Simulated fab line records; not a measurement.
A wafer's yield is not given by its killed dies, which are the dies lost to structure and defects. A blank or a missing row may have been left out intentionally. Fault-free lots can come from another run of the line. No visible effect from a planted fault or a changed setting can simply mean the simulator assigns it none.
Problem report, 8D (eight disciplines) form, completed by code    flow nand_harc    the parts of the form that need people (team, actions taken, sign-off) are left out

1. THE PROBLEM
Mean of killed_dies at NHARC_END_SORT_01: 141 across 2 wafers in 2 lots; on wafers with no fault it is 59 (standard deviation 18). Relative to the usual mean, that is a shift of +4.6 standard deviations.
Seen first at day 29 19:08 on prober-02, wafer L983.2. Wafers with a number at this step in the record: 6, from 2 lots. Rule for "out" (also "out of limits"): further than 4 standard deviations from the usual mean. The rest of the wafers with a number are treated as sound.

2. WHAT IT IS AND WHAT IT IS NOT
question                     is                            is not
which readings at this step  killed_dies, killed_at_array  killed_at_other, killed_open, killed_short
which lots                   L982, L983                    -
which wafers of those lots   L982.3, L983.2                L982.1, L982.5, L983.4, L983.5
read on which gauges         prober-02                     -
when                         from day 29 19:08             up to then (0 sound wafers); but 4 sound wafers of L982, L983 came after

3. WHAT RULES OUT EACH SUSPECT
Counting: any tool at a process step up to the reading remains a suspect provided it ran every lot that is out. Sound lots after the first of them don't rule it out here, since some wafers of a struck lot are sound.
- the gauge at NHARC_END_SORT_01: kept. All the wafers that are out were read on prober-02, and no step on other tools shows them out.
- rie_si-05 at NHARC_A_WL_FILL_ETCHBACK_26 (etches the open film in HBr, target depth 52 nm, time 13.3 s): kept. It ran every lot that is out, first L983 (day 25 22:59).
- pecvd-03 at NHARC_THIN_TSV_DEP_43 (deposits SiO2, target thk 1328.5 nm): kept. It ran every lot that is out, first L983 (day 29 02:04).
- rie_si-05, NHARC_A_WL_FILL_ETCHBACK_26: wafers that are out in chamber 2, sound lot-mates in chambers 1, 3.
After the count, these remain: rie_si-05 at NHARC_A_WL_FILL_ETCHBACK_26, pecvd-03 at NHARC_THIN_TSV_DEP_43 and prober-02 at NHARC_END_SORT_01.

4. THE CAUSE (what the simulator had put in)
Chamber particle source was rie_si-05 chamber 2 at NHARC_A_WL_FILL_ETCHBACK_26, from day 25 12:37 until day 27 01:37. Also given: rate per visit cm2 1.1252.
Counting leaves 3 suspects; this tool is one of them.

5. THE CHAIN OF EFFECTS, in route order
Each row: a reading where the mean over the struck wafers with a number is more than 3 standard deviations away from the usual. Only readings for which the record gives a usual standard deviation are gone through. hours: the time from each lot's start at the first step in this table that gives one to its start at this step, as a median over the lots. sigmas: the change in usual standard deviations.
hours  step               reading          usual  on struck wafers  change  sigmas
0      NHARC_END_SORT_01  killed_at_array  54     133               +79     +4.4
0      NHARC_END_SORT_01  killed_dies      59     141               +82     +4.6

6. HOW IT WOULD HAVE BEEN CAUGHT EARLIER
In this record the first reading out of limits at a measuring or inspecting step was taken at day 29 19:08, 103 hours after the fault began at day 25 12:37.
Tool readings at NHARC_A_WL_FILL_ETCHBACK_26 with a usual standard deviation given in the record: none out on any struck wafer, hence no alarm at a limit of 4 standard deviations on them.
Lots out: 2; all had begun NHARC_A_WL_FILL_ETCHBACK_26 on rie_si-05 by day 29 19:08. Holding the tool at that point would not have protected any of them.
